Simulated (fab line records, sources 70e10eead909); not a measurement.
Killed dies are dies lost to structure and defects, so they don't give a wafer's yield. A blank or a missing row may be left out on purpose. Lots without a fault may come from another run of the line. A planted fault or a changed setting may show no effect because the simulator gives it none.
fab line records | flow nand_harc
record lots=24 wafers=72 last_day=34
route steps=1302 shown P_M0@268 P_M1@303 P_M2@328 P_BONDPAD@353
lots that met no fault: from a run of the same line without faults
start_h: hours from the record's first day to the start of the lot's first wafer shown | wait_h: hours since the lot's step before | " the same as in the row above | L1.1+2: a row that stands for several wafers | - no value, or no start given | * or withheld: withheld | < > ~ a bound
route shown NAME@n: a module of which the file shows steps, and the number in the route of the first | usual: mean/standard deviation of fault-free wafers | same: alike in all rows | chamber/n: place in a boat | sites: the reading at each site | _std_site: their standard deviation | _edge_site: outer sites' mean less inner sites' | radius_mm: how far each site lies from the wafer's centre | mask NAME#n: copy n | behind: the tool/chamber that last shaped the wafer | hold: why the lot was held/for how many hours/how that ended | device: the transistor (n, p or np) that didn't switch | end of line: the same wafers' tests at the end of the route | a step without rows: its recipe alone | killed: dies lost to structure and defects at the first sort, not the wafer's yield | map: a wafer's dies, x killed, . not, _ none there
set.NAME: the setting as run; set.NAME@STEP: as run at that earlier step | model.NAME: the simulator's own value behind a step, which no gauge read
steps of the route over a sample of lots; a table a step, a row a wafer
services: from which hour (start_h, from the record's first day; less than 0 if before it) a tool's chamber was out of use, for how many hours, and why
## steps
# step NHARC_P_M0_ETCH_15
# recipe target_depth_a=1500 overetch_a=150 time_s=82.5 c4f8_flow_sccm=withheld ar_flow_sccm=400 rf_w=600 bias_w=300 chemistry=C4F8/Ar
# usual oes_product_au=0.959/0.015 rf_vpp_V=439.3/2.9
# columns lot.wafer tool chamber start_h wait_h oes_product_au rf_hours_counter_h rf_vpp_V
L074.2 rie_diel-06 0 - - 0.966 30 436.0
L074.3 " 1 " " 0.928 27 440.2
L074.6 " 3 " " 0.950 - 436.7
L075.4 rie_diel-11 0 - - 0.985 17 437.4
L075.1 " 3 " " 0.963 11 443.2
L075.6 " 0 " " 0.977 - 440.2
L076.1 rie_diel-06 0 - - 0.951 0 434.9
L076.5 " 2 " " 0.970 - 437.6
L076.6 " 3 " " 0.953 - 437.1
L077.1 rie_diel-06 2 - - 0.945 2 438.3
L077.6 " 0 " " 0.960 - 435.4
L077.5 " 1 " " 0.945 - 440.1
L079.2 rie_diel-06 1 - - 0.975 6 439.3
L079.3 " 2 " " 0.942 6 437.8
L079.6 " 1 " " 0.961 - 440.2
L078.2 rie_diel-06 1 - - 0.967 6 440.2
L078.6 " 2 " " 0.961 - 438.2
L078.5 " 3 " " 0.953 - 437.3
L080.1 rie_diel-06 2 - - 0.968 7 437.6
L080.2 " 0 " " 0.969 8 437.4
L080.6 " 2 " " 0.963 - 438.9
L081.3 rie_diel-07 1 - - 0.951 20 442.6
L081.1 " 3 " " 0.985 12 437.4
L081.5 " 1 " " 0.960 - 444.4
L082.2 rie_diel-06 2 - - 0.956 12 437.5
L082.3 " 3 " " 0.960 12 437.8
L082.6 " 1 " " 0.955 - 439.8
L083.1 rie_diel-07 1 - - 0.933 24 441.7
L083.4 " 2 " " 0.924 - 447.0
L083.6 " 0 " " 0.928 - 441.4
L084.1 rie_diel-07 3 - - 0.924 13 437.6
L084.2 " 2 " " 0.923 31 445.1
L084.6 " 0 " " 0.919 - 439.2
L085.2 rie_diel-07 0 - - 0.953 31 440.6
L085.3 " 2 " " 0.956 33 446.0
L085.1 " 3 " " 0.988 15 437.3
L086.1 rie_diel-06 3 - - 0.961 22 438.0
L086.2 " 0 " " 0.983 21 436.5
L086.5 " 3 " " 0.955 - 436.9
L087.3 rie_diel-06 1 - - 0.967 22 439.7
L087.5 " 2 " " 0.940 - 439.0
L087.6 " 3 " " 0.954 - 438.6
L088.1 rie_diel-06 2 - - 0.973 26 437.1
L088.6 " 1 " " 0.963 - 438.6
L088.5 " 2 " " 0.971 - 438.2
L089.2 rie_diel-06 2 - - 0.949 26 437.7
L089.1 " 3 " " 0.976 26 438.9
L089.4 " 1 " " 0.954 25 440.1
L090.1 rie_diel-06 2 - - 0.969 29 437.2
L090.2 " 3 " " 0.971 27 438.3
L090.5 " 1 " " 0.956 - 440.3
L092.4 rie_diel-06 1 - - 0.975 31 440.9
L092.1 " 2 " " 0.945 31 437.8
L092.3 " 3 " " 0.952 30 436.9
L091.2 rie_diel-06 2 - - 0.963 31 437.3
L091.3 " 3 " " 0.954 30 437.1
L091.5 " 2 " " 0.955 - 437.3
L093.4 rie_diel-11 3 - - 0.966 11 443.6
L093.1 " 0 " " 0.980 18 438.2
L093.3 " 1 " " 0.961 17 445.0
L094.1 rie_diel-07 2 - - 0.958 7 445.3
L094.4 " 0 " " 0.967 4 439.9
L094.5 " 3 " " 0.970 - 437.2
L095.1 rie_diel-07 3 - - 0.995 11 437.0
L095.4 " 1 " " 0.952 9 443.5
L095.5 " 0 " " 0.969 - 439.6
L096.3 rie_diel-06 2 - - 0.987 6 438.2
L096.2 " 3 " " 0.971 7 438.2
L096.6 " 0 " " 0.945 - 446.6
L097.3 rie_diel-06 1 - - 0.955 8 439.2
L097.5 " 3 " " 0.971 - 437.4
L097.6 " 0 " " 0.958 - 445.6
# step NHARC_P_M0_STRIP_18
# recipe power_w=1000 n2_flow_sccm=150 h2_flow_sccm=150 ar_flow_sccm=0 bias_w=0 chemistry=N2/H2
# usual drypump_motor_current_A=5.5/0.44 oes_product_au=0.992/0.0089 rf_vpp_V=90.3/1 showerhead_plenum_p_Torr=1.98/0.1 throttle_valve_pct=14.170/0.0089
# columns lot.wafer tool chamber start_h wait_h drypump_motor_current_A oes_product_au rf_hours_counter_h rf_vpp_V showerhead_plenum_p_Torr throttle_valve_pct
L074.3 rie_diel-06 0 123.04 0.1 5.0 1.007 30 90.0 1.88 14.170
L074.2 " 3 " " 5.7 0.994 31 89.5 1.94 14.158
L074.6 " 0 " " 5.0 1.008 - 90.2 1.88 14.179
L075.4 rie_diel-11 1 133.18 0.1 6.4 0.983 18 89.8 1.89 14.168
L075.1 " 2 " " 6.0 0.986 16 91.3 2.21 14.168
L075.6 " 0 " " 5.3 1.008 - 88.5 1.97 14.163
L076.1 rie_diel-11 3 140.94 0.1 5.5 0.989 14 93.3 2.15 14.155
L076.5 " 3 " " 5.5 0.987 - 90.4 2.15 14.158
L076.6 " 0 " " 5.3 1.005 - 89.5 1.97 14.178
L077.1 rie_diel-06 3 149.97 0.1 5.6 0.999 2 90.0 1.94 14.182
L077.5 " 3 " " 5.6 0.999 - 88.5 1.94 14.176
L077.6 " 0 " " 4.9 0.996 - 90.5 1.88 14.179
L079.2 rie_diel-06 3 166.38 0.1 5.6 0.989 6 90.3 1.94 14.173
L079.3 " 0 " " 4.9 0.989 6 88.9 1.88 14.171
L079.6 " 3 " " 5.6 0.985 - 89.4 1.94 14.192
L078.2 rie_diel-06 3 167.12 0.1 5.6 0.996 7 89.6 1.94 14.156
L078.6 " 0 " " 5.0 1.002 - 88.9 1.88 14.178
L078.5 " 1 " " 5.3 1.000 - 90.2 2.01 14.152
L080.1 rie_diel-06 3 181.70 0.1 5.6 0.995 8 89.5 1.94 14.175
L080.2 " 0 " " 5.0 1.004 8 88.5 1.88 14.169
L080.6 " 3 " " 5.7 0.992 - 90.8 1.94 14.173
L081.1 rie_diel-07 3 194.51 0.1 5.6 1.006 12 89.1 1.92 14.151
L081.3 " 0 " " 4.9 0.989 18 91.1 2.02 14.172
L081.5 " 1 " " 6.3 0.993 - 89.7 2.11 14.158
L082.3 rie_diel-06 1 205.78 0.1 5.3 0.991 12 91.3 2.01 14.167
L082.2 " 3 " " 5.6 0.994 12 88.1 1.94 14.176
L082.6 " 2 " " 6.0 0.985 - 91.9 1.94 14.171
L083.1 rie_diel-06 1 209.65 0.1 5.3 0.981 13 91.0 2.01 14.170
L083.4 " 2 " " 6.0 0.977 14 90.4 1.94 14.169
L083.6 " 1 " " 5.3 0.989 - 92.5 2.01 14.168
L084.2 rie_diel-06 2 226.89 0.1 6.0 0.981 18 88.6 1.94 14.164
L084.1 " 3 " " 5.6 0.986 17 88.2 1.94 14.175
L084.6 " 1 " " 5.3 0.991 - 89.8 2.01 14.165
L085.1 rie_diel-06 0 237.67 0.1 5.0 1.002 19 90.1 1.88 14.167
L085.3 " 1 " " 5.3 0.995 20 89.4 2.01 14.179
L085.2 " 2 " " 6.0 0.976 21 88.8 1.94 14.161
L086.1 rie_diel-06 2 249.21 0.1 6.0 0.988 23 91.0 1.94 14.169
L086.2 " 3 " " 5.6 0.998 22 90.1 1.94 14.167
L086.5 " 2 " " 6.0 0.980 - 90.1 1.94 14.158
L087.3 rie_diel-07 3 253.67 0.1 5.6 1.004 20 90.0 1.92 14.182
L087.6 " 1 " " 6.3 0.994 - 91.2 2.10 14.180
L087.5 " 2 " " 5.2 0.987 - 91.8 2.20 14.170
L088.1 rie_diel-06 2 269.67 0.1 6.0 0.990 26 90.9 1.93 14.164
L088.5 " 3 " " 5.6 1.004 - 90.0 1.93 14.158
L088.6 " 0 " " 4.9 0.994 - 89.2 1.87 14.167
L089.4 rie_diel-06 1 270.75 0.1 5.3 0.983 25 91.2 2.00 14.179
L089.2 " 2 " " 6.0 0.967 26 90.3 1.93 14.170
L089.1 " 3 " " 5.7 0.982 26 90.4 1.93 14.169
L090.2 rie_diel-06 1 284.36 0.1 5.3 0.992 28 89.8 2.00 14.173
L090.1 " 3 " " 5.6 0.984 27 89.8 1.93 14.170
L090.5 " 0 " " 5.0 1.000 - 89.2 1.87 14.164
L092.3 rie_diel-06 1 297.46 0.1 5.3 0.983 31 89.4 2.00 14.173
L092.1 " 3 " " 5.7 0.991 30 90.8 1.93 14.169
L092.4 " 0 " " 4.9 0.988 29 89.1 1.87 14.155
L091.3 rie_diel-06 3 297.99 0.1 5.6 0.989 30 90.0 1.93 14.168
L091.2 " 0 " " 5.0 0.987 29 89.3 1.87 14.162
L091.5 " 3 " " 5.6 0.997 - 89.6 1.93 14.173
L093.1 rie_diel-11 1 313.26 0.1 6.4 0.996 17 91.8 2.21 14.171
L093.4 " 2 " " 6.0 1.003 16 90.6 2.19 14.161
L093.3 " 3 " " 5.5 0.989 11 90.5 2.13 14.171
L094.4 rie_diel-07 1 320.01 0.1 6.2 0.982 5 90.9 2.10 14.174
L094.1 " 3 " " 5.6 1.001 7 89.7 1.91 14.179
L094.5 " 2 " " 5.2 0.984 - 93.0 2.20 14.179
L095.1 rie_diel-06 3 335.65 0.1 5.6 0.987 4 90.0 1.93 14.156
L095.4 " 0 " " 4.9 1.000 1 92.4 2.22 14.176
L095.5 " 3 " " 5.6 0.992 - 90.0 1.93 14.177
L096.3 rie_diel-06 3 350.43 0.1 5.6 0.992 7 89.7 1.93 14.152
L096.2 " 1 " " 5.3 0.985 6 90.6 2.00 14.162
L096.6 " 2 " " 6.0 0.998 - 91.3 1.93 14.170
L097.3 rie_diel-06 1 358.70 0.1 5.3 0.998 8 90.9 2.00 14.162
L097.6 " 3 " " 5.6 1.000 - 88.3 1.93 14.173
L097.5 " 0 " " 5.0 0.985 - 91.2 2.22 14.158
# step NHARC_P_M1_ETCH_28
# recipe target_depth_a=300 over_etch_frac=0.3 time_s=72.99 ion_energy_ev=150 cf4_flow_sccm=50 n2_flow_sccm=100 ar_flow_sccm=150 rf_w=300 bias_w=100 chemistry=CF4/N2
# usual drypump_motor_current_A=6.1/0.35 oes_product_au=1.003/0.011 rf_vpp_V=314.7/2.2 showerhead_plenum_p_Torr=2.66/0.12 throttle_valve_pct=19.794/0.01
# columns lot.wafer tool chamber start_h wait_h drypump_motor_current_A oes_product_au rf_hours_counter_h rf_vpp_V showerhead_plenum_p_Torr throttle_valve_pct
L074.2 rie_diel-10 1 - - 6.0 1.000 5 314.4 2.66 19.794
L074.3 " 2 " " 6.3 1.007 5 311.7 2.48 19.781
L074.6 " 1 " " 6.0 0.991 - 315.1 2.66 19.788
L075.4 rie_diel-12 1 - - 6.1 1.006 17 313.4 2.66 19.796
L075.1 " 0 " " 6.4 0.994 14 313.2 2.49 19.806
L075.6 " 2 " " 5.8 1.013 - 314.6 2.64 19.803
L076.1 rie_diel-12 1 - - 6.1 1.009 17 313.6 2.66 19.786
L076.5 " 0 " " 6.4 0.999 - 311.0 2.49 19.788
L076.6 " 1 " " 6.1 0.995 - 314.8 2.66 19.770
L077.1 rie_diel-10 3 - - 6.3 1.006 7 316.3 2.81 19.791
L077.5 " 0 " " 6.0 0.993 - 315.9 2.75 19.792
L077.6 " 1 " " 6.0 0.988 - 315.4 2.66 19.797
L079.3 rie_diel-09 3 - - 5.4 1.008 1 317.7 2.81 19.810
L079.2 " 0 " " 6.4 0.999 1 315.7 2.75 19.815
L079.6 " 3 " " 5.4 1.006 - 317.4 2.81 19.790
L078.2 rie_diel-09 3 - - 5.4 1.010 1 317.6 2.81 19.800
L078.5 " 2 " " 6.6 1.009 - 311.2 2.55 19.796
L078.6 " 3 " " 5.4 1.001 - 315.1 2.81 19.792
L080.2 rie_diel-09 1 - - 6.3 0.985 3 311.1 2.53 19.801
L080.1 " 0 " " 6.4 1.006 3 317.6 2.75 19.783
L080.6 " 1 " " 6.3 0.978 - 312.2 2.53 19.796
L081.1 rie_diel-09 0 - - 6.4 1.004 3 315.7 2.75 19.786
L081.3 " 1 " " 6.3 0.995 3 312.1 2.53 19.788
L081.5 " 3 " " 5.4 1.016 - 316.5 2.81 19.790
L082.2 rie_diel-09 3 - - 5.4 1.010 3 316.7 2.81 19.797
L082.3 " 2 " " 6.6 0.988 4 313.0 2.55 19.806
L082.6 " 3 " " 5.4 1.002 - 317.5 2.81 19.813
L083.4 rie_diel-09 3 - - 5.4 1.031 3 317.7 2.81 19.768
L083.1 " 0 " " 6.4 1.013 4 314.9 2.75 19.784
L083.6 " 2 " " 6.6 1.001 - 312.5 2.55 19.801
L084.1 rie_diel-10 2 - - 6.3 1.006 11 311.4 2.48 19.777
L084.2 " 0 " " 6.0 1.002 14 317.5 2.75 19.806
L084.6 " 3 " " 6.2 1.006 - 317.7 2.81 19.787
L085.1 rie_diel-09 3 - - 5.4 1.008 5 318.1 2.81 19.793
L085.2 " 0 " " 6.4 1.005 7 315.9 2.75 19.798
L085.3 " 1 " " 6.3 0.996 6 312.8 2.53 19.795
L086.2 rie_diel-12 3 - - 6.3 1.012 52 313.8 2.67 19.797
L086.1 " 0 " " 6.4 1.003 42 310.7 2.48 19.791
L086.5 " 3 " " 6.3 1.002 - 315.5 2.67 19.798
L087.3 rie_diel-10 2 - - 6.3 1.015 1 311.3 2.48 19.794
L087.5 " 3 " " 6.2 0.994 - 316.4 2.81 19.777
L087.6 " 0 " " 6.0 1.015 - 315.8 2.75 19.796
L088.1 rie_diel-09 2 - - 6.6 0.994 9 312.5 2.54 19.798
L088.5 " 2 " " 6.6 0.992 - 313.0 2.54 19.808
L088.6 " 3 " " 5.4 1.013 - 317.1 2.81 19.787
L089.4 rie_diel-10 3 - - 6.2 1.007 3 317.7 2.81 19.783
L089.1 " 0 " " 6.0 1.036 3 316.5 2.75 19.800
L089.2 " 1 " " 5.9 1.009 2 314.3 2.65 19.776
L090.1 rie_diel-10 3 - - 6.2 1.001 4 317.1 2.81 19.802
L090.2 " 0 " " 6.0 1.013 4 316.1 2.75 19.806
L090.5 " 3 " " 6.2 1.006 - 316.8 2.81 19.789
L092.4 rie_diel-09 1 - - 6.3 1.006 11 312.0 2.53 19.790
L092.3 " 2 " " 6.6 1.002 10 314.7 2.54 19.798
L092.1 " 3 " " 5.4 1.012 9 318.9 2.81 19.804
L091.3 rie_diel-12 2 - - 5.8 1.016 10 314.6 2.62 19.795
L091.2 " 3 " " 6.3 0.998 9 314.7 2.67 19.800
L091.5 " 1 " " 6.1 1.007 - 312.0 2.64 19.806
L093.4 rie_diel-10 3 - - 6.2 1.006 6 317.9 2.81 19.808
L093.3 " 0 " " 6.0 1.016 7 316.2 2.75 19.805
L093.1 " 2 " " 6.3 1.007 6 311.3 2.48 19.804
L094.4 rie_diel-10 1 - - 6.0 0.999 7 314.8 2.65 19.796
L094.1 " 3 " " 6.2 0.990 7 316.9 2.81 19.799
L094.5 " 1 " " 5.9 0.993 - 314.9 2.65 19.785
L095.1 rie_diel-09 3 - - 5.4 1.007 0 316.9 2.81 19.794
L095.5 " 0 " " 6.4 0.986 - 316.7 2.75 19.814
L095.4 " 2 " " 6.6 0.987 - 313.2 2.54 19.793
L096.3 rie_diel-10 2 - - 6.3 1.020 9 312.7 2.48 19.800
L096.2 " 0 " " 6.0 1.022 10 316.3 2.74 19.782
L096.6 " 2 " " 6.3 1.028 - 310.4 2.48 19.793
L097.3 rie_diel-09 0 - - 6.4 0.992 2 316.5 2.75 19.792
L097.5 " 0 " " 6.4 0.985 - 316.0 2.75 19.788
L097.6 " 1 " " 6.3 0.984 - 311.4 2.53 19.781
# step NHARC_P_M2_CD_MEAS_09
# recipe target_cd_nm=170 landing_energy_ev=500
# usual cd_nm=170.4/0.58
# same landing_energy_ev=500
# columns lot.wafer tool chamber start_h wait_h cd_nm
L074.2 cd_sem-03 0 130.95 - 169.5
L074.3 " 0 " " 170.1
L074.6 " 0 " " 170.6
L075.1 cd_sem-03 0 149.31 - 169.4
L075.4 " 0 " " 169.7
L075.6 " 0 " " 170.2
L076.1 cd_sem-03 0 149.55 - 169.4
L076.5 " 0 " " 169.9
L076.6 " 0 " " 170.7
L077.1 cd_sem-02 0 157.60 - 169.7
L077.5 " 0 " " 170.0
L077.6 " 0 " " 169.9
L079.2 cd_sem-01 0 174.01 - 169.9
L079.3 " 0 " " 170.7
L079.6 " 0 " " 169.8
L078.2 cd_sem-02 0 174.83 - 170.7
L078.5 " 0 " " 171.2
L078.6 " 0 " " 171.2
L080.1 cd_sem-02 0 189.57 - 170.9
L080.2 " 0 " " 171.0
L080.6 " 0 " " 170.6
L081.1 cd_sem-01 0 202.11 - 169.8
L081.3 " 0 " " 169.4
L081.5 " 0 " " 169.5
L082.2 cd_sem-01 0 213.31 - 169.6
L082.3 " 0 " " 170.3
L082.6 " 0 " " 170.6
L083.1 cd_sem-02 0 217.48 - 170.4
L083.4 " 0 " " 170.6
L083.6 " 0 " " 170.5
L084.1 cd_sem-02 0 234.51 - 171.0
L084.2 " 0 " " 170.0
L084.6 " 0 " " 170.7
L085.1 cd_sem-03 0 245.44 - 169.9
L085.2 " 0 " " 171.0
L085.3 " 0 " " 171.1
L086.1 cd_sem-03 0 256.77 - 170.0
L086.2 " 0 " " 170.9
L086.5 " 0 " " 170.3
L087.3 cd_sem-02 0 261.96 - 170.4
L087.5 " 0 " " 170.9
L087.6 " 0 " " 170.0
L088.1 cd_sem-02 0 277.77 - 170.5
L088.5 " 0 " " 170.2
L088.6 " 0 " " 170.0
L089.1 cd_sem-02 0 278.39 - 169.8
L089.2 " 0 " " 170.8
L089.4 " 0 " " 170.1
L090.1 cd_sem-01 0 292.41 - 170.6
L090.2 " 0 " " 170.1
L090.5 " 0 " " 170.5
L092.1 cd_sem-01 0 305.13 - 169.8
L092.3 " 0 " " 170.6
L092.4 " 0 " " 170.4
L091.2 cd_sem-01 0 305.78 - 170.6
L091.3 " 0 " " 170.5
L091.5 " 0 " " 169.1
L093.1 cd_sem-01 0 321.11 - 170.2
L093.3 " 0 " " 170.3
L093.4 " 0 " " 170.9
L094.1 cd_sem-03 0 327.63 - 171.1
L094.4 " 0 " " 170.8
L094.5 " 0 " " 170.6
L095.1 cd_sem-01 0 343.05 - 170.5
L095.4 " 0 " " 171.5
L095.5 " 0 " " 171.6
L096.2 cd_sem-01 0 358.07 - 170.4
L096.3 " 0 " " 170.8
L096.6 " 0 " " 170.7
L097.3 cd_sem-02 0 366.26 - 170.0
L097.5 " 0 " " 170.7
L097.6 " 0 " " 169.2
# step NHARC_P_M2_STRIP_18
# recipe power_w=1000 n2_flow_sccm=150 h2_flow_sccm=150 ar_flow_sccm=0 bias_w=0 chemistry=N2/H2
# usual drypump_motor_current_A=5.9/0.58 oes_product_au=0.996/0.0097 rf_vpp_V=90.7/1 showerhead_plenum_p_Torr=2.07/0.077 throttle_valve_pct=14.171/0.0094
# columns lot.wafer tool chamber start_h wait_h drypump_motor_current_A oes_product_au rf_hours_counter_h rf_vpp_V showerhead_plenum_p_Torr throttle_valve_pct
L074.2 rie_diel-13 1 131.52 0.1 4.9 0.996 6.3 91.6 2.13 14.152
L074.3 " 3 " " 6.1 1.003 5.9 90.9 2.08 14.182
L074.6 " 2 " " 6.5 0.997 - 90.6 2.05 14.166
L075.4 rie_diel-01 2 149.90 0.1 6.8 0.997 3.8 91.3 2.04 14.164
L075.1 " 3 " " 5.6 0.988 3.1 90.9 2.12 14.171
L075.6 " 2 " " 6.8 1.001 - 90.8 2.03 14.177
L076.1 rie_diel-13 0 150.19 0.1 6.3 1.005 6.9 89.5 2.03 14.172
L076.6 " 1 " " 4.8 0.980 - 90.0 2.13 14.177
L076.5 " 2 " " 6.5 0.989 - 89.7 2.05 14.167
L077.1 rie_diel-13 0 158.64 0.1 6.3 1.001 7.2 90.7 2.03 14.162
L077.6 " 0 " " 6.3 1.006 - 90.9 2.03 14.167
L077.5 " 1 " " 4.8 0.982 - 90.1 2.12 14.163
L079.2 rie_diel-01 0 174.64 0.1 5.9 0.998 5.4 88.2 1.93 14.177
L079.3 " 1 " " 5.4 1.004 4.1 91.6 2.18 14.182
L079.6 " 0 " " 5.9 0.992 - 88.8 1.93 14.171
L078.2 rie_diel-01 2 175.44 0.1 6.8 0.987 5.6 90.1 2.03 14.165
L078.6 " 0 " " 5.9 0.992 - 90.8 1.93 14.173
L078.5 " 1 " " 5.4 0.999 - 92.7 2.18 14.165
L080.1 rie_diel-01 3 190.14 0.1 5.6 1.000 5.9 90.5 2.12 14.171
L080.2 " 0 " " 5.9 1.002 6.3 90.2 1.93 14.173
L080.6 " 3 " " 5.6 0.984 - 90.3 2.12 14.160
L081.1 rie_diel-01 1 202.70 0.1 5.4 0.994 5.3 92.1 2.18 14.164
L081.3 " 3 " " 5.5 0.987 6.1 91.1 2.12 14.181
L081.5 " 1 " " 5.4 1.000 - 91.8 2.18 14.189
L082.3 rie_diel-01 2 213.90 0.1 6.8 0.995 0.0 91.2 2.03 14.172
L082.2 " 0 " " 5.9 0.996 0.0 90.8 1.93 14.167
L082.6 " 1 " " 5.4 0.987 - 89.8 2.18 14.182
L083.1 rie_diel-13 3 218.07 0.1 6.1 1.013 2.6 89.4 2.08 14.156
L083.4 " 1 " " 4.8 1.000 2.3 89.5 2.12 14.153
L083.6 " 3 " " 6.1 1.012 - 91.4 2.08 14.161
L084.1 rie_diel-13 3 235.15 0.1 6.1 1.017 3.5 90.2 2.08 14.184
L084.2 " 0 " " 6.2 1.003 4.0 92.1 2.03 14.182
L084.6 " 2 " " 6.5 0.981 - 90.3 2.05 14.159
L085.3 rie_diel-08 3 246.03 0.1 6.6 0.994 4.0 89.6 1.99 14.167
L085.1 " 0 " " 6.3 0.982 4.3 89.9 1.99 14.186
L085.2 " 1 " " 5.4 0.983 4.7 89.5 2.03 14.181
L086.1 rie_diel-08 3 257.44 0.1 6.6 1.013 4.2 89.7 1.99 14.162
L086.2 " 0 " " 6.3 0.991 4.4 91.0 1.99 14.170
L086.5 " 1 " " 5.4 0.987 - 89.8 2.03 14.177
L087.3 rie_diel-08 0 262.57 0.1 6.3 0.974 4.5 89.6 1.99 14.172
L087.5 " 2 " " 5.8 0.985 - 92.6 2.18 14.176
L087.6 " 3 " " 6.6 1.004 - 89.9 1.99 14.162
L088.1 rie_diel-08 0 278.36 0.1 6.3 0.987 5.4 91.9 1.99 14.152
L088.5 " 3 " " 6.6 0.996 - 88.9 1.99 14.173
L088.6 " 0 " " 6.3 0.988 - 89.9 1.99 14.168
L089.4 rie_diel-13 0 278.95 0.1 6.2 1.010 6.4 89.7 2.03 14.188
L089.1 " 2 " " 6.5 1.001 3.2 89.8 2.05 14.158
L089.2 " 3 " " 6.1 1.006 5.8 93.2 2.08 14.161
L090.1 rie_diel-13 3 293.03 0.1 6.1 1.029 7.3 91.6 2.08 14.147
L090.2 " 0 " " 6.3 1.018 7.9 89.6 2.03 14.169
L090.5 " 1 " " 4.9 1.000 - 90.3 2.12 14.172
L092.4 rie_diel-01 2 305.71 0.1 6.8 0.995 7.0 89.9 2.03 14.170
L092.1 " 3 " " 5.6 1.005 6.2 92.2 2.11 14.177
L092.3 " 0 " " 5.9 0.990 4.3 90.4 1.93 14.167
L091.3 rie_diel-01 1 306.38 0.1 5.4 0.992 4.9 90.1 2.18 14.159
L091.2 " 2 " " 6.8 1.001 7.0 90.8 2.03 14.163
L091.5 " 2 " " 6.8 1.003 - 90.0 2.03 14.169
L093.1 rie_diel-01 0 322.17 0.1 5.9 1.002 4.8 90.6 1.93 14.171
L093.3 " 1 " " 5.4 1.003 5.2 91.1 2.18 14.165
L093.4 " 1 " " 5.4 0.996 - 90.2 2.18 14.161
L094.1 rie_diel-13 2 328.28 0.1 6.5 1.004 7.0 89.4 2.05 14.184
L094.5 " 1 " " 4.9 0.996 - 91.6 2.12 14.164
L094.4 " 3 " " 6.1 1.005 - 90.4 2.08 14.170
L095.1 rie_diel-01 0 343.74 0.1 5.9 0.997 6.2 88.7 1.93 14.168
L095.4 " 2 " " 6.8 0.983 7.8 89.0 2.03 14.171
L095.5 " 1 " " 5.4 1.001 - 92.8 2.18 14.172
L096.2 rie_diel-13 1 358.63 0.1 4.8 0.988 0.2 91.3 2.12 14.154
L096.3 " 2 " " 6.5 1.011 0.2 90.0 2.05 14.168
L096.6 " 3 " " 6.1 1.004 - 90.5 2.08 14.163
L097.3 rie_diel-08 0 366.83 0.1 6.3 0.993 10.5 90.1 1.99 14.175
L097.6 " 1 " " 5.4 0.991 - 90.9 2.03 14.175
L097.5 " 2 " " 5.8 1.007 - 91.9 2.18 14.172
# step NHARC_P_BONDPAD_THK_MEAS_33
# recipe thk_meas_gauge=ellipsometry
# usual thk_nm=199.5/1.7
# columns lot.wafer tool chamber start_h wait_h thk_nm
L074.2 film_metro-02 - 135.17 0.2 200.9
L074.3 " - " " 200.7
L074.6 " - " " 201.6
L075.1 film_metro-01 - 153.26 0.2 198.9
L075.4 " - " " 198.3
L075.6 " - " " 199.6
L076.1 film_metro-01 - 153.56 0.2 200.4
L076.5 " - " " 197.4
L076.6 " - " " 196.5
L077.1 film_metro-02 - 162.03 0.2 197.8
L077.5 " - " " 196.3
L077.6 " - " " 197.5
L079.2 film_metro-01 - 178.22 0.2 197.4
L079.3 " - " " 199.1
L079.6 " - " " 198.4
L078.2 film_metro-02 - 178.80 0.2 198.8
L078.5 " - " " 197.5
L078.6 " - " " 196.0
L080.1 film_metro-02 - 193.53 0.2 197.9
L080.2 " - " " 200.1
L080.6 " - " " 198.5
L081.1 film_metro-01 - 206.09 0.2 199.8
L081.3 " - " " 200.5
L081.5 " - " " 201.3
L082.2 film_metro-02 - 217.60 0.2 200.6
L082.3 " - " " 201.4
L082.6 " - " " 201.3
L083.1 film_metro-02 - 221.92 0.2 200.0
L083.4 " - " " 200.1
L083.6 " - " " 199.5
L084.1 film_metro-01 - 238.52 0.1 201.1
L084.2 " - " " 199.9
L084.6 " - " " 200.4
L085.1 film_metro-02 - 249.42 0.2 199.8
L085.2 " - " " 200.4
L085.3 " - " " 200.2
L086.1 film_metro-01 - 260.97 0.2 199.2
L086.2 " - " " 199.0
L086.5 " - " " 199.5
L087.3 film_metro-01 - 265.92 0.2 197.6
L087.5 " - " " 198.3
L087.6 " - " " 200.0
L088.1 film_metro-01 - 281.82 0.2 201.3
L088.5 " - " " 200.4
L088.6 " - " " 197.3
L089.1 film_metro-01 - 282.49 0.2 200.8
L089.2 " - " " 199.3
L089.4 " - " " 200.8
L090.1 film_metro-02 - 296.37 0.2 198.5
L090.2 " - " " 197.6
L090.5 " - " " 198.9
L092.1 film_metro-02 - 309.13 0.2 198.6
L092.3 " - " " 202.6
L092.4 " - " " 200.7
L091.2 film_metro-02 - 309.80 0.2 199.7
L091.3 " - " " 199.7
L091.5 " - " " 198.2
L093.1 film_metro-01 - 325.65 0.2 203.5
L093.3 " - " " 203.4
L093.4 " - " " 201.0
L094.1 film_metro-02 - 331.72 0.2 203.3
L094.4 " - " " 198.5
L094.5 " - " " 199.9
L095.1 film_metro-02 - 347.15 0.2 201.1
L095.4 " - " " 199.9
L095.5 " - " " 200.9
L096.2 film_metro-02 - 362.14 0.2 199.2
L096.3 " - " " 199.8
L096.6 " - " " 200.1
L097.3 film_metro-02 - 370.34 0.2 197.2
L097.5 " - " " 196.6
L097.6 " - " " 199.1
## services
# columns tool chamber start_h hours kind
rie_diel-07 3 101.80 13.0 repair
rie_diel-06 2 102.71 21.9 repair
rie_diel-13 0 105.12 10.7 repair
rie_diel-01 3 115.58 10.5 repair
rie_diel-07 - 118.17 9.0 pm
rie_diel-10 0 125.24 10.0 repair
rie_diel-09 0 125.84 1.5 repair
rie_diel-09 2 128.87 5.4 repair
rie_diel-07 3 129.73 5.7 repair
rie_diel-06 - 130.23 9.0 pm
rie_diel-09 - 143.11 9.0 pm
rie_diel-13 2 161.37 24.0 repair
rie_diel-13 - 165.00 9.0 pm
rie_diel-09 3 172.76 7.4 repair
rie_diel-10 2 183.50 8.9 repair
rie_diel-07 3 197.14 28.0 repair
rie_diel-01 - 203.80 9.0 pm
rie_diel-01 1 245.66 4.3 repair
rie_diel-09 3 248.15 5.3 repair
rie_diel-06 - 307.23 9.0 pm
rie_diel-01 2 318.71 13.5 repair
rie_diel-09 - 320.11 9.0 pm
rie_diel-06 0 321.99 13.5 repair
rie_diel-09 1 331.51 15.8 repair
## key
fault none
